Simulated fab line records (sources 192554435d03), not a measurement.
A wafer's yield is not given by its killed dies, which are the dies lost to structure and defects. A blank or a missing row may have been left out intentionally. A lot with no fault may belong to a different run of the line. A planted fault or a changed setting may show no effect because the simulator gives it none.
Code-filled problem report in 8D (eight disciplines) form	flow n5-finfet	the parts of the form that need people (team, actions taken, sign-off) are left out

== 1. THE ISSUE ==
bias-w at N5_PASSIVATION_ETCH_54 reads a mean of 141.9 W on 2 wafers of 2 lots; wafers without a fault read 170.0 W with a standard deviation of 0.48. Relative to the usual mean, that is a shift of -58 standard deviations.
The step: etches SiO2 in CHF3/O2, target depth 880 nm, time 440 s.
Seen first at day 16 11:54 on rie-diel-03, wafer L736.2. Wafers with a number at this step in the record: 33, from 13 lots. Rule for "out", or "out of limits": more than 4 standard deviations from the usual mean. All remaining wafers that have a number are taken as sound.

== 2. WHAT THIS IS AND IS NOT ==
question	is	is not
which readings at this step	bias-w	drypump-motor-current-A, oes-product-au, showerhead-plenum-p-Torr, throttle-valve-pct
which lots	L736, L738	L719, L720, L721, L722, L724, L725, L726, L727, L730, L732, L741
which wafers of those lots	L736.2, L738.4	L736.1, L736.4, L738.3, L738.5
read on which tools	rie-diel-03	rie-diel-02, rie-diel-06
when	from day 16 11:54	up to then (27 sound wafers); but 4 sound wafers of L738, L741 came after

== 3. WHAT RULES OUT EACH SUSPECT ==
Counting: a tool at a process step up to the reading stays a suspect if it ran every lot that is out. Sound lots after the first of them don't rule it out here, since some wafers of a struck lot are sound.
- pvd-sputter-03 at N5_PASSIVATION_DEGAS_18 (time 60 s): kept. Every lot that is out went through it, the first being L736 (day 16 08:56); the last sound lot it ran before that was L727 (day 14 08:46).
- rie-diel-03 at N5_PASSIVATION_DESCUM_46 (chemistry O2, time 7.9 s): kept. Every lot that is out went through it, the first being L736 (day 16 11:38); the last sound lot it ran before that was L730 (day 15 05:28).
- rie-diel-03 at N5_PASSIVATION_ETCH_54 (etches SiO2 in CHF3/O2, target depth 880 nm, time 440 s): kept. Every lot that is out went through it, the first being L736 (day 16 11:54); the last sound lot it ran before that was L730 (day 15 05:44). Its own bias-w readings are out on those wafers.
- Within rie-diel-03 at N5_PASSIVATION_DESCUM_46: the wafers that are out ran in chamber 3; their sound lot-mates ran in chambers 0, 1, 2.
- Within rie-diel-03 at N5_PASSIVATION_ETCH_54: the wafers that are out ran in chamber 3; their sound lot-mates ran in chambers 0, 1, 2.
After the count, these remain: pvd-sputter-03 at N5_PASSIVATION_DEGAS_18, rie-diel-03 at N5_PASSIVATION_DESCUM_46 and rie-diel-03 at N5_PASSIVATION_ETCH_54.

== 4. THE CAUSE (what the simulator had put in) ==
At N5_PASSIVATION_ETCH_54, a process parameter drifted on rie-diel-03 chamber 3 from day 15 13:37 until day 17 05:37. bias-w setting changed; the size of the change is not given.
Counting leaves 3 suspects; this tool is one of them.

== 5. THE EFFECT CHAIN, in route order ==
Each row: a reading where the mean over the struck wafers with a number is more than 3 standard deviations away from the usual. Scope: only readings with a usual standard deviation given in the record; hours: median across lots of the time from each lot's start at the first step in this table that gives one to its start at this step; sigmas: change in usual standard deviations.
hours	step	reading	usual	on struck wafers	change	sigmas
0	N5_PASSIVATION_ETCH_54	bias-w	170.0 W	141.9	-28.1	-58
0	N5_PASSIVATION_ETCH_54	rf-vpp-V	523 V	474	-48	-4.0
It contains these process steps:
- N5_PASSIVATION_ETCH_54: etches SiO2 in CHF3/O2, target depth 880 nm, time 440 s.

== 6. WHAT WOULD HAVE CAUGHT IT SOONER ==
First out-of-limits reading in this record: day 16 11:54, which is 22 hours after fault onset at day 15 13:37.
